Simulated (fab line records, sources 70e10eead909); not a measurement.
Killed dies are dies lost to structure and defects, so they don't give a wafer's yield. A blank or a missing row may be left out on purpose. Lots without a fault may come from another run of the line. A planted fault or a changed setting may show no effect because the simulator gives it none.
Which tool did it? | flow nand_harc | 12 lots, 36 wafers sampled, at 7 steps of a route of 1302

WHAT THE GAUGES READ, wafer by wafer
NHARC_P_M1_INSPECT_27.
lot  | measured     | on                | raw_defect_count
L161 | day 6 13:38  | defect_inspect-02 | 338 251 387
L163 | day 7 03:09  | defect_inspect-02 | 195 200 164
L170 | day 10 06:26 | defect_inspect-01 | 1581 1418 1615
L171 | day 11 00:28 | defect_inspect-01 | 1966 1611 1885
L174 | day 11 13:59 | defect_inspect-02 | 280 356 276
L177 | day 13 04:31 | defect_inspect-02 | 433 392 283
L178 | day 13 05:55 | defect_inspect-01 | 313 180 335
L179 | day 13 22:20 | defect_inspect-02 | 190 260 322
L180 | day 14 03:28 | defect_inspect-01 | 214 306 384
L182 | day 15 08:09 | defect_inspect-01 | 227 314 304
L184 | day 15 18:32 | defect_inspect-01 | 395 429 368
L183 | day 15 18:53 | defect_inspect-01 | 399 438 537

NHARC_P_M2_INSPECT_11.
lot  | measured     | on                | raw_defect_count
L161 | day 6 15:08  | defect_inspect-02 | 17 8 13
L163 | day 7 04:41  | defect_inspect-02 | 6 6 3
L170 | day 10 07:58 | defect_inspect-01 | 1278 1236 1220
L171 | day 11 01:52 | defect_inspect-01 | 1235 1266 1254
L174 | day 11 15:30 | defect_inspect-01 | 8 10 7
L177 | day 13 06:02 | defect_inspect-02 | 5 10 6
L178 | day 13 07:31 | defect_inspect-02 | 4 1 4
L179 | day 13 23:52 | defect_inspect-02 | 10 12 15
L180 | day 14 05:09 | defect_inspect-02 | 7 6 4
L182 | day 15 09:41 | defect_inspect-02 | 2 4 3
L184 | day 15 20:04 | defect_inspect-02 | 10 10 7
L183 | day 15 20:23 | defect_inspect-01 | 8 6 10

NHARC_END_SORT_01.
lot  | measured     | on        | defect_limited_yield (%) | killed_at_array | killed_at_other | killed_at_periphery | killed_dies | killed_open | killed_short
L170 | day 27 22:22 | prober-02 | 15 15 15                 | 24 32 33        | 0 0 0           | 554 544 540         | 578 576 573 | 2 0 1       | 0 0 1
L171 | day 29 02:28 | prober-01 | 15 17 16                 | 38 35 34        | 0 0 0           | 540 527 536         | 578 562 570 | 1 2 5       | 0 1 0
L180 | day 32 06:26 | prober-01 | 89 87 86                 | 69 79 85        | 1 0 2           | 5 7 6               | 75 86 93    | 0 4 3       | 1 3 1

WHICH TOOL RAN EACH LOT (tool, then ch and the chambers of the sampled wafers, then the start)
lot  | NHARC_P_M1_STRIP_18                | NHARC_P_M1_CMP_23             | NHARC_P_M1_PRE_CLEAN_32         | NHARC_P_M1_DEP_33
L161 | rie_diel-08 ch 0,2,3, day 6 11:29  | cmp-02 ch 0,1,2, day 6 13:14  | pecvd-02 ch 0,1,2, day 6 13:43  | pecvd-02 ch 0,1,2, day 6 13:47
L163 | rie_diel-11 ch 0,2,3, day 7 00:58  | cmp-01 ch 2,3, day 7 02:41    | pecvd-02 ch 0,1,2, day 7 03:16  | pecvd-02 ch 0,1,2, day 7 03:26
L170 | rie_diel-11 ch 1,3, day 10 04:15   | cmp-01 ch 0,1,3, day 10 06:00 | pecvd-04 ch 0,1,2, day 10 06:31 | pecvd-04 ch 0,1,2, day 10 06:35
L171 | rie_diel-08 ch 1,2, day 10 22:16   | cmp-01 ch 0,3, day 10 23:59   | pecvd-02 ch 0,2, day 11 00:33   | pecvd-02 ch 0,2, day 11 00:39
L174 | rie_diel-08 ch 0,3, day 11 11:47   | cmp-04 ch 0,1,2, day 11 13:34 | pecvd-03 ch 0,1,2, day 11 14:05 | pecvd-03 ch 0,1,2, day 11 14:13
L177 | rie_diel-08 ch 0,1,2, day 13 02:23 | cmp-02 ch 0,2,3, day 13 04:04 | pecvd-02 ch 0,2, day 13 04:35   | pecvd-02 ch 0,2, day 13 04:40
L178 | rie_diel-11 ch 0,1,2, day 13 03:46 | cmp-02 ch 0,1, day 13 05:27   | pecvd-02 ch 0,1,2, day 13 06:00 | pecvd-02 ch 0,1,2, day 13 06:07
L179 | rie_diel-08 ch 0,1,3, day 13 20:09 | cmp-01 ch 0,1,2, day 13 21:52 | pecvd-03 ch 1,2, day 13 22:25   | pecvd-03 ch 1,2, day 13 22:29
L180 | rie_diel-11 ch 0,3, day 14 00:47   | cmp-01 ch 0,2, day 14 03:02   | pecvd-02 ch 0,2, day 14 03:34   | pecvd-02 ch 0,2, day 14 03:43
L182 | rie_diel-08 ch 1,3, day 15 05:59   | cmp-04 ch 1,2,3, day 15 07:44 | pecvd-04 ch 0,1,2, day 15 08:13 | pecvd-04 ch 0,1,2, day 15 08:18
L184 | rie_diel-13 ch 0,1, day 15 16:16   | cmp-04 ch 0,1, day 15 18:05   | pecvd-03 ch 0,1,2, day 15 18:37 | pecvd-03 ch 0,1,2, day 15 18:41
L183 | rie_diel-08 ch 0,2, day 15 16:42   | cmp-02 ch 0,2,3, day 15 18:26 | pecvd-02 ch 0,2, day 15 18:58   | pecvd-02 ch 0,2, day 15 19:04
- NHARC_P_M1_STRIP_18: strips in N2/H2.
- NHARC_P_M1_CMP_23: polishes, t overpolish 20 s, target thk 157.82 nm.
- NHARC_P_M1_PRE_CLEAN_32: time 12 s.
- NHARC_P_M1_DEP_33: deposits SiCN, target thk 30 nm.

WHAT THE TOOLS THEMSELVES READ (means of the sampled wafers that have a number; where no wafer has one, the mark that the record gives instead)
NHARC_P_M1_STRIP_18.
lot  | tool        | drypump_motor_current_A (A) | oes_product_au (a.u.) | rf_vpp_V (V) | showerhead_plenum_p_Torr (Torr) | throttle_valve_pct (%)
L161 | rie_diel-08 | 5.6                         | 1.017                 | 90.9         | 2.06                            | 14.177
L163 | rie_diel-11 | 5.7                         | 1.014                 | 90.8         | 2.08                            | 14.174
L170 | rie_diel-11 | 6.2                         | 1.001                 | 89.8         | 2.05                            | 14.171
L171 | rie_diel-08 | 5.7                         | 1.004                 | 89.1         | 2.04                            | 14.180
L174 | rie_diel-08 | 5.5                         | 0.998                 | 90.4         | 1.99                            | 14.168
L177 | rie_diel-08 | 5.6                         | 0.997                 | 90.3         | 2.05                            | 14.173
L178 | rie_diel-11 | 5.7                         | 1.006                 | 91.0         | 2.06                            | 14.170
L179 | rie_diel-08 | 5.6                         | 1.005                 | 89.6         | 1.97                            | 14.160
L180 | rie_diel-11 | 5.9                         | 1.016                 | 91.1         | 2.05                            | 14.169
L182 | rie_diel-08 | 5.6                         | 1.009                 | 90.4         | 1.96                            | 14.165
L184 | rie_diel-13 | 5.7                         | 1.007                 | 91.1         | 2.09                            | 14.176
L183 | rie_diel-08 | 5.7                         | 1.006                 | 90.9         | 2.13                            | 14.178

NHARC_P_M1_CMP_23.
lot  | tool   | motor_current_A (A) | time_to_endpoint_s (s)
L161 | cmp-02 | 11.8                | 33
L163 | cmp-01 | 11.1                | 27
L170 | cmp-01 | 11.8                | 28
L171 | cmp-01 | 12.3                | 28
L174 | cmp-04 | 12.1                | 30
L177 | cmp-02 | 11.5                | 35
L178 | cmp-02 | 12.4                | 31
L179 | cmp-01 | 11.2                | 27
L180 | cmp-01 | 11.0                | 27
L182 | cmp-04 | 11.5                | 26
L184 | cmp-04 | 12.6                | 33
L183 | cmp-02 | 11.9                | 29

NHARC_P_M1_PRE_CLEAN_32.
lot  | tool     | heater_power_w (W)
L161 | pecvd-02 | 712
L163 | pecvd-02 | 637
L170 | pecvd-04 | 621
L171 | pecvd-02 | 594
L174 | pecvd-03 | 635
L177 | pecvd-02 | 591
L178 | pecvd-02 | 686
L179 | pecvd-03 | 619
L180 | pecvd-02 | 578
L182 | pecvd-04 | 610
L184 | pecvd-03 | 619
L183 | pecvd-02 | 555

NHARC_P_M1_DEP_33.
lot  | tool     | heater_power_w (W)
L161 | pecvd-02 | 633
L163 | pecvd-02 | 612
L170 | pecvd-04 | 527
L171 | pecvd-02 | 582
L174 | pecvd-03 | 615
L177 | pecvd-02 | 559
L178 | pecvd-02 | 562
L179 | pecvd-03 | 541
L180 | pecvd-02 | 521
L182 | pecvd-04 | 526
L184 | pecvd-03 | 559
L183 | pecvd-02 | 531

THE ANSWER, worked out from the rows above alone
Rule: what is usual is taken from the lots themselves. Put in order of their means at a reading, lots are off if they are a third of the lots or fewer, leave a main group of 4 or more, and stand apart from it by a gap of 3 or more times the standard deviation of the main group's means; of several such gaps the widest counts. A main group whose means are all the same, to the digits that the tables above print for the reading, isn't used. A lot without any number at a reading at which 4 lots or more have one is off too. The other lots that the step has rows for count as sound. The gauges are gone through in route order, then the tools' own readings, and for those a lot's mean is taken as printed above. The first step at which some lot is off is used, and at that step the reading that is off furthest; a lot without a number counts as furthest.
Off: L170, L171, at NHARC_P_M1_INSPECT_27 (raw_defect_count). The main group: mean 316, standard deviation 73.
A tool fits if, at a process step before that reading, it ran every lot that is off, and no sound lot after the first of them. The gauges at NHARC_P_M1_INSPECT_27 are tried like those tools. None of those tried fits.

WHAT THE SIMULATOR HAD PUT IN
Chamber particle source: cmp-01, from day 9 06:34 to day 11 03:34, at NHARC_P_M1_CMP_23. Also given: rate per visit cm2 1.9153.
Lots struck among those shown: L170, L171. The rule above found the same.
